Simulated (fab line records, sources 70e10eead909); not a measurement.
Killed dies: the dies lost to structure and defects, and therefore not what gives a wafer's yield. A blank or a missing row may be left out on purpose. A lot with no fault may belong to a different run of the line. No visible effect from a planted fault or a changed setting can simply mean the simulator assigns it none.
Matching of chambers ; flow nandHarc ; rieDiel-04 running NHARC_A_STAIRCASE_DESCUM_443: 4 sister chambers
The step chemistry O2, time 3 s. 8 wafers are shown with their chamber, then 10 later ones without.

== WAFERS WITH THEIR CHAMBER ==
wafer;chamber;drypumpMotorCurrentA (A);showerheadPlenumPTorr (Torr)
L080.5;2;6.3;1.84
L083.1;3;6.0;1.85
L083.6;3;6.0;1.85
L086.2;0;6.0;2.08
L086.4;1;6.8;1.96
L086.6;2;6.3;1.83
L089.2;0;6.1;2.07
L089.3;1;6.7;1.96

== WAFERS WHOSE CHAMBER IS MISSING ==
wafer;drypumpMotorCurrentA (A);showerheadPlenumPTorr (Torr)
L089.4;6.0;1.85
L089.1;6.3;1.83
L089.5;6.0;1.85
L089.6;6.1;2.07
L092.1;6.4;1.83
L092.3;6.8;1.95
L092.6;6.7;1.95
L094.1;6.7;1.95
L094.2;6.0;1.84
L094.4;6.3;1.82

== EACH ONE'S CHAMBER ==
wafer;from the rows above;in truth
L089.4;3;3
L089.1;2;2
L089.5;3;3
L089.6;0;0
L092.1;2;2
L092.3;1;1
L092.6;1;1
L094.1;1;1
L094.2;3;3
L094.4;2;2
10 of 10 placed correctly. Left unplaced by these rows: 0. 0 placed wrongly.
How it was worked out, from the rows above alone: a wafer's distance from a chamber is the root of the sum, over the readings, of the square of ((its reading less the chamber's mean) divided by the reading's scatter). If the next closest chamber is less than 2 further off than the closest, the wafer can't be placed; otherwise it belongs to the closest. A chamber's mean is the mean of its shown wafers. The scatter: the root of (the sum of the squares of (reading less its chamber's mean) over the shown wafers, divided by (wafers less chambers)).
